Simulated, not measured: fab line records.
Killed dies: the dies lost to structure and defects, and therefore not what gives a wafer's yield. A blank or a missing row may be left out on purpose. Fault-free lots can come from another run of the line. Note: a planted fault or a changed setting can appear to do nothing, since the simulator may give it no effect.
fab line records -- flow n5-finfet -- part 2 of 2: steps 5 to 6 of 6
record: lots: 23, wafers: 69, last-day: 19
route steps=1938 shown BEOL_M10@1484 BEOL_M11@1552
lots with no fault: from the same line, run without faults
start-h: start of the lot's first displayed wafer, in hours after the record's first day -- wait-h: how many hours have passed since the lot's step before this one -- " same as the row above -- L1.1+2: a row that stands for several wafers -- - either no value or no given start -- * or withheld: withheld -- < > ~ a bound
route shown NAME@n: a module of which the file shows steps, and the number in the route of the first -- usual: the fault-free wafers' mean and standard deviation -- same: alike in all rows -- chamber/n: place in a boat -- sites: readings site by site -- _std_site: how widely they spread, as a standard deviation -- _edge_site: the outer-site mean with the inner-site mean subtracted -- radius-mm: for every site, how far away it sits from the centre of the wafer -- mask NAME#n: copy n -- behind: tool/chamber where the wafer was last shaped -- hold: the reason the lot was held/the length of the hold in hours/how it ended -- device: the n, p or np transistor that did not switch -- end of line: the tests these same wafers got at the end of their route -- a step with no rows: only its recipe -- killed: at the first sort, the dies lost to defects and structure; wafer yield is something else -- map: a wafer's dies, marking killed ones x, the rest . and places with no die _
set.NAME: the run value of the setting; set.NAME@STEP: its run value at that earlier step -- model.NAME: the simulator's own value behind a step, which no gauge read
one table for each step of the route and one row for each wafer, over a sample of lots
services: a tool's chamber out of use, with start hour (start-h, from the record's first day; less than 0 if before it), hours out, and reason
== steps ==
step: N5_BEOL_M10_RS_MEAS_57
recipe: thk-meas-gauge: four-point-probe, reads: Cu_of_BEOL_M10_ECD_50+Co_of_BEOL_M10_CVD_75+TaN_of_BEOL_M10_ALD_74
usual: M10_RS: 0.149/0.0043
lot.wafer,tool,chamber,start-h,wait-h,M10_RS[ohm/sq]
L074.1,film-metro-01,-,227.17,0.1,0.161
L074.2,film-metro-01,-,227.17,0.1,0.151
L074.6,film-metro-01,-,227.17,0.1,0.155
L077.2,film-metro-01,-,245.77,0.1,0.148
L077.3,film-metro-01,-,245.77,0.1,0.155
L077.5,film-metro-01,-,245.77,0.1,0.157
L075.2,film-metro-02,-,251.35,0.1,0.148
L075.3,film-metro-02,-,251.35,0.1,0.144
L075.5,film-metro-02,-,251.35,0.1,0.147
L079.1,film-metro-01,-,259.39,0.1,0.145
L079.3,film-metro-01,-,259.39,0.1,0.147
L079.4,film-metro-01,-,259.39,0.1,0.145
L078.3,film-metro-01,-,260.44,0.1,0.150
L078.4,film-metro-01,-,260.44,0.1,0.150
L078.6,film-metro-01,-,260.44,0.1,0.147
L076.3,film-metro-02,-,260.72,0.1,0.157
L076.4,film-metro-02,-,260.72,0.1,0.151
L076.5,film-metro-02,-,260.72,0.1,0.157
L082.1,film-metro-01,-,284.01,0.1,0.144
L082.2,film-metro-01,-,284.01,0.1,0.146
L082.4,film-metro-01,-,284.01,0.1,0.147
L081.4,film-metro-01,-,288.00,0.0,0.156
L081.5,film-metro-01,-,288.00,0.0,0.149
L081.6,film-metro-01,-,288.00,0.0,0.154
L080.3,film-metro-02,-,295.93,0.1,0.150
L080.4,film-metro-02,-,295.93,0.1,0.144
L080.5,film-metro-02,-,295.93,0.1,0.152
L085.1,film-metro-02,-,298.35,0.1,0.156
L085.2,film-metro-02,-,298.35,0.1,0.154
L085.6,film-metro-02,-,298.35,0.1,0.151
L084.4,film-metro-01,-,298.58,0.0,0.147
L084.5,film-metro-01,-,298.58,0.0,0.144
L084.6,film-metro-01,-,298.58,0.0,0.149
L086.2,film-metro-02,-,316.13,0.1,0.153
L086.3,film-metro-02,-,316.13,0.1,0.148
L086.4,film-metro-02,-,316.13,0.1,0.152
L090.1,film-metro-01,-,322.16,0.1,0.151
L090.2,film-metro-01,-,322.16,0.1,0.148
L090.4,film-metro-01,-,322.16,0.1,0.150
L088.1,film-metro-01,-,336.68,0.1,0.149
L088.3,film-metro-01,-,336.68,0.1,0.145
L088.5,film-metro-01,-,336.68,0.1,0.147
L087.2,film-metro-02,-,337.47,0.1,0.142
L087.3,film-metro-02,-,337.47,0.1,0.146
L087.4,film-metro-02,-,337.47,0.1,0.149
L089.2,film-metro-01,-,341.77,0.1,0.152
L089.4,film-metro-01,-,341.77,0.1,0.154
L089.5,film-metro-01,-,341.77,0.1,0.159
L091.2,film-metro-02,-,346.05,0.1,0.149
L091.4,film-metro-02,-,346.05,0.1,0.148
L091.5,film-metro-02,-,346.05,0.1,0.147
L092.1,film-metro-01,-,373.69,0.1,0.149
L092.2,film-metro-01,-,373.69,0.1,0.146
L092.3,film-metro-01,-,373.69,0.1,0.148
L094.2,film-metro-01,-,382.99,0.1,0.148
L094.3,film-metro-01,-,382.99,0.1,0.149
L094.4,film-metro-01,-,382.99,0.1,0.149
L093.1,film-metro-01,-,391.57,0.1,0.153
L093.2,film-metro-01,-,391.57,0.1,0.145
L093.4,film-metro-01,-,391.57,0.1,0.152
L097.2,film-metro-01,-,392.07,0.1,0.152
L097.4,film-metro-01,-,392.07,0.1,0.149
L097.6,film-metro-01,-,392.07,0.1,0.146
L096.2,film-metro-02,-,397.25,0.1,0.154
L096.3,film-metro-02,-,397.25,0.1,0.159
L096.5,film-metro-02,-,397.25,0.1,0.159
L095.3,film-metro-02,-,400.73,0.1,0.157
L095.4,film-metro-02,-,400.73,0.1,0.149
L095.5,film-metro-02,-,400.73,0.1,0.157
step: N5_BEOL_M11_DESCUM_16
recipe: chemistry: O2, time-s: 7.9, source-power-w: 50, bias-power-w: 20, pressure-mtorr: 20, rf-frequency-hz: 2.712e+07, temp-c: 40, resist: CAR-ArF, o2-flow-sccm: 225
usual: drypump-motor-current-A: 6.1/0.47, oes-product-au: 0.76/0.097, rf-vpp-V: 242.9/1.3, showerhead-plenum-p-Torr: 2.07/0.069, throttle-valve-pct: 20.48/0.26
lot.wafer,tool,chamber,start-h,wait-h,drypump-motor-current-A,oes-product-au,rf-hours-counter-h,rf-vpp-V,showerhead-plenum-p-Torr,throttle-valve-pct
L074.1,rie-diel-06,1,228.52,0.0,5.8,0.76,161,242.6,2.01,20.19
L074.2,rie-diel-06,2,228.52,0.0,6.7,0.68,231,241.0,1.99,20.68
L074.6,rie-diel-06,2,228.52,0.0,6.7,0.69,-,241.3,1.99,20.68
L077.2,rie-diel-02,0,248.81,0.1,6.5,0.72,170,242.6,2.09,20.75
L077.3,rie-diel-02,2,248.81,0.1,5.8,0.68,236,242.2,2.06,20.49
L077.5,rie-diel-02,0,248.81,0.1,6.5,0.71,-,242.2,2.09,20.75
L075.2,rie-diel-02,3,255.94,0.1,6.5,0.77,134,242.8,2.01,20.68
L075.3,rie-diel-02,1,255.94,0.1,5.7,0.70,196,243.5,2.17,20.51
L075.5,rie-diel-02,1,255.94,0.1,5.7,0.69,-,244.7,2.17,20.52
L079.1,rie-diel-02,1,263.41,0.1,5.7,0.69,198,245.2,2.17,20.51
L079.3,rie-diel-02,0,263.41,0.1,6.6,0.72,173,243.3,2.08,20.77
L079.4,rie-diel-02,3,263.41,0.1,6.5,0.76,136,244.0,2.01,20.69
L078.3,rie-diel-06,1,263.46,0.1,5.8,0.75,166,242.0,2.01,20.20
L078.4,rie-diel-06,3,263.46,0.1,5.6,0.70,191,245.0,2.17,20.71
L078.6,rie-diel-06,0,263.46,0.1,6.4,0.88,-,243.9,2.13,20.24
L076.3,rie-diel-06,0,263.72,0.2,6.5,0.87,57,244.1,2.13,20.23
L076.4,rie-diel-06,1,263.72,0.2,5.8,0.75,166,242.7,2.01,20.20
L076.5,rie-diel-06,0,263.72,0.2,6.4,0.86,-,243.7,2.13,20.23
L082.1,rie-diel-05,2,287.26,0.0,6.7,0.94,7,242.2,2.07,20.11
L082.2,rie-diel-05,3,287.26,0.0,5.2,0.71,229,242.3,2.07,20.49
L082.4,rie-diel-05,0,287.26,0.0,5.9,0.87,40,244.2,2.13,19.98
L081.4,rie-diel-05,1,289.97,0.0,5.7,0.68,237,241.2,1.97,20.63
L081.5,rie-diel-05,2,289.97,0.0,6.7,0.95,-,243.6,2.07,20.12
L081.6,rie-diel-05,1,289.97,0.0,5.7,0.68,-,241.8,1.97,20.68
L080.3,rie-diel-06,1,298.57,0.0,5.7,0.74,174,240.6,2.01,20.21
L080.4,rie-diel-06,3,298.57,0.0,5.6,0.70,198,244.6,2.17,20.72
L080.5,rie-diel-06,2,298.57,0.0,6.7,0.69,-,240.1,1.98,20.72
L085.1,rie-diel-02,0,304.97,0.0,6.5,0.71,184,243.5,2.08,20.79
L085.2,rie-diel-02,1,304.97,0.0,5.7,0.68,209,244.2,2.16,20.52
L085.6,rie-diel-02,1,304.97,0.0,5.7,0.69,-,243.0,2.16,20.51
L084.4,rie-diel-05,3,305.15,0.0,5.2,0.70,233,241.7,2.07,20.51
L084.5,rie-diel-05,1,305.15,0.0,5.7,0.67,-,240.8,1.97,20.66
L084.6,rie-diel-05,0,305.15,0.0,6.0,0.85,-,242.9,2.13,19.99
L086.2,rie-diel-05,1,319.20,0.0,5.7,0.68,244,241.2,1.97,20.64
L086.3,rie-diel-05,3,319.20,0.0,5.2,0.69,238,243.4,2.07,20.52
L086.4,rie-diel-05,2,319.20,0.0,6.7,0.93,15,242.3,2.06,20.12
L090.1,rie-diel-05,0,325.94,0.0,5.9,0.84,51,243.4,2.12,19.99
L090.2,rie-diel-05,3,325.94,0.0,5.2,0.71,240,243.6,2.07,20.51
L090.4,rie-diel-05,1,325.94,0.0,5.7,0.67,246,242.3,1.96,20.67
L088.1,rie-diel-06,2,339.53,0.0,6.7,0.96,7,245.1,2.24,20.42
L088.3,rie-diel-06,1,339.53,0.0,5.7,0.73,186,242.3,2.00,20.22
L088.5,rie-diel-06,0,339.53,0.0,6.5,0.84,-,244.8,2.13,20.25
L087.2,rie-diel-05,0,340.17,0.2,5.9,0.84,56,243.9,2.12,19.99
L087.3,rie-diel-05,3,340.17,0.2,5.2,0.69,245,243.1,2.06,20.54
L087.4,rie-diel-05,1,340.17,0.2,5.7,0.66,250,241.2,1.96,20.65
L089.2,rie-diel-05,0,346.19,0.3,5.9,0.84,57,242.7,2.12,20.02
L089.4,rie-diel-05,1,346.19,0.3,5.7,0.67,252,240.5,1.96,20.67
L089.5,rie-diel-05,2,346.19,0.3,6.7,0.90,-,242.3,2.06,20.13
L091.2,rie-diel-02,0,347.56,0.0,6.5,0.70,200,244.4,2.08,20.80
L091.4,rie-diel-02,2,347.56,0.0,5.8,0.96,7,242.6,2.05,20.22
L091.5,rie-diel-02,1,347.56,0.0,5.7,0.67,-,243.6,2.16,20.56
L092.1,rie-diel-02,3,374.92,0.0,6.5,0.74,170,241.7,2.00,20.73
L092.2,rie-diel-02,2,374.92,0.0,5.9,0.95,15,242.9,2.05,20.24
L092.3,rie-diel-02,0,374.92,0.0,6.5,0.69,207,243.6,2.07,20.81
L094.2,rie-diel-02,1,386.48,0.3,5.7,0.66,234,243.6,2.15,20.56
L094.3,rie-diel-02,2,386.48,0.3,5.8,0.93,18,241.3,2.04,20.23
L094.4,rie-diel-02,0,386.48,0.3,6.5,0.69,211,242.5,2.07,20.82
L093.1,rie-diel-02,1,393.40,0.0,5.7,0.67,236,243.3,2.15,20.58
L093.2,rie-diel-02,3,393.40,0.0,6.5,0.73,175,242.0,2.00,20.76
L093.4,rie-diel-02,0,393.40,0.0,6.5,0.69,213,243.1,2.07,20.81
L097.2,rie-diel-02,2,396.10,0.0,5.8,0.92,20,243.3,2.04,20.25
L097.4,rie-diel-02,3,396.10,0.0,6.5,0.72,175,241.2,2.00,20.75
L097.6,rie-diel-02,1,396.10,0.0,5.7,0.65,-,244.8,2.15,20.58
L096.2,rie-diel-02,0,400.90,0.0,6.5,0.68,215,241.9,2.07,20.83
L096.3,rie-diel-02,1,400.90,0.0,5.7,0.65,238,244.6,2.15,20.56
L096.5,rie-diel-02,2,400.90,0.0,5.9,0.91,-,242.0,2.04,20.24
L095.3,rie-diel-06,0,403.84,0.0,6.4,0.83,97,243.2,2.12,20.31
L095.4,rie-diel-06,1,403.84,0.0,5.8,0.71,207,241.9,2.00,20.26
L095.5,rie-diel-06,3,403.84,0.0,5.6,0.67,-,244.1,2.16,20.77
== services ==
tool,chamber,start-h,hours,kind
rie-diel-05,1,198.10,1.3,repair
cmp-01,-,206.69,5.5,pm
cmp-04,-,206.74,4.0,pm
rie-diel-06,3,216.58,5.0,repair
cmp-04,-,224.54,0.8,repair
rie-diel-04,1,232.60,8.5,repair
rie-diel-01,3,236.72,4.0,repair
cmp-02,-,237.45,4.0,pm
rie-diel-06,1,240.99,8.6,repair
cmp-02,-,246.51,0.8,repair
rie-diel-04,2,262.52,29.1,repair
cmp-01,-,273.51,0.9,repair
rie-diel-03,0,285.15,18.7,repair
cmp-02,-,289.29,2.2,repair
cmp-01,-,318.87,1.8,repair
cmp-02,-,319.89,0.4,repair
rie-diel-06,1,319.92,6.7,repair
cmp-02,-,348.41,0.5,repair
rie-diel-06,3,357.07,4.4,repair
rie-diel-03,2,360.21,3.0,repair
rie-diel-05,2,361.93,29.1,repair
cmp-02,-,373.54,8.1,pm
cmp-01,-,391.69,3.3,repair
rie-diel-04,3,400.12,6.5,repair
